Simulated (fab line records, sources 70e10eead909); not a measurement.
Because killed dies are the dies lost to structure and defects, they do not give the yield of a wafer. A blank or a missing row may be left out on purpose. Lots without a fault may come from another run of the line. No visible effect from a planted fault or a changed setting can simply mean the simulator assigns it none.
One fault seen from 3 desks ; flow nand_harc ; each desk holds nothing but its own numbers, with what lay behind them at the end

## TOOL OWNER'S DESK, litho_track-05
The tool's own readings at NHARC_P_GATE_DEVELOP_10 (time 70 s): means of the sampled wafers that have a number, for each lot that ran on this tool. The brackets show how far a lot's mean lies from the usual mean; more than 4 standard deviations puts the lot out of limits, marked OUT.
Columns: A = chill_plate_temp_C at NHARC_P_GATE_DEVELOP_10, usual 22.99 C; B = exhaust_pa at NHARC_P_GATE_DEVELOP_10, usual 45.1 Pa
lot;first seen here;A;B
L758;day 5 13:00;22.97;45.0
L760;day 6 05:00;22.95;45.7
L770;day 8 12:00;23.05;44.6
L774;day 9 21:00;23.15;44.9
This desk's finding: nothing out of limits on any of the 4 lots.

## THE DEFECT DESK
Counts from the inspections along the route, per lot, as means over the sampled wafers that have a number. The brackets show how far a lot's mean lies from the usual mean; more than 4 standard deviations puts the lot out of limits, marked OUT.
Columns: A = raw_defect_count at NHARC_P_STI_INSPECT_25, usual 243
lot;first seen here;A
L755;day 4 14:28;182
L757;day 4 21:56;154
L758;day 5 05:44;345
L759;day 5 21:29;164
L760;day 5 21:29;149
L761;day 5 21:29;288
L762;day 6 16:55;190
L764;day 6 21:44;198
L763;day 6 21:46;291
L769;day 7 22:35;240
L770;day 8 04:22;179
L771;day 8 13:00;232
L775;day 9 12:57;412
L774;day 9 12:58;322
This desk's finding: nothing out of limits on any of the 14 lots.

## FROM THE METROLOGY DESK
Means of the sampled wafers that have a number, per lot and without regard to the tool the lot ran on: this is what the gauges read. The brackets show how far a lot's mean lies from the usual mean; more than 4 standard deviations puts the lot out of limits, marked OUT.
Columns: A = trench_depth_nm at NHARC_P_STI_OCD_MEAS_17, usual 302 nm; B = trench_foot_cd_nm at NHARC_P_STI_OCD_MEAS_17, usual 158.4 nm
lot;first seen here;A;B
L755;day 3 08:49;303;158.4
L757;day 3 18:57;310;158.5
L758;day 3 23:26;303;158.2
L759;day 4 07:20;307;158.5
L760;day 4 16:14;303;158.8
L761;day 4 16:23;294;160.6
L762;day 5 02:24;299;160.2
L763;day 5 08:07;300;156.9
L764;day 5 16:58;299;157.2
L769;day 6 17:46;304;159.2
L770;day 7 01:43;299;160.8
L771;day 7 05:46;300;158.8
L774;day 8 01:58;301;159.4
L775;day 8 05:35;299;159.7
This desk's finding: nothing out of limits on any of the 14 lots.

## PUT TOGETHER
The desk of the tool owner found nothing out of limits.
The defect desk saw nothing out of limits.
The metrology desk saw nothing out of limits.

## WHAT THE SIMULATOR HAD INSERTED
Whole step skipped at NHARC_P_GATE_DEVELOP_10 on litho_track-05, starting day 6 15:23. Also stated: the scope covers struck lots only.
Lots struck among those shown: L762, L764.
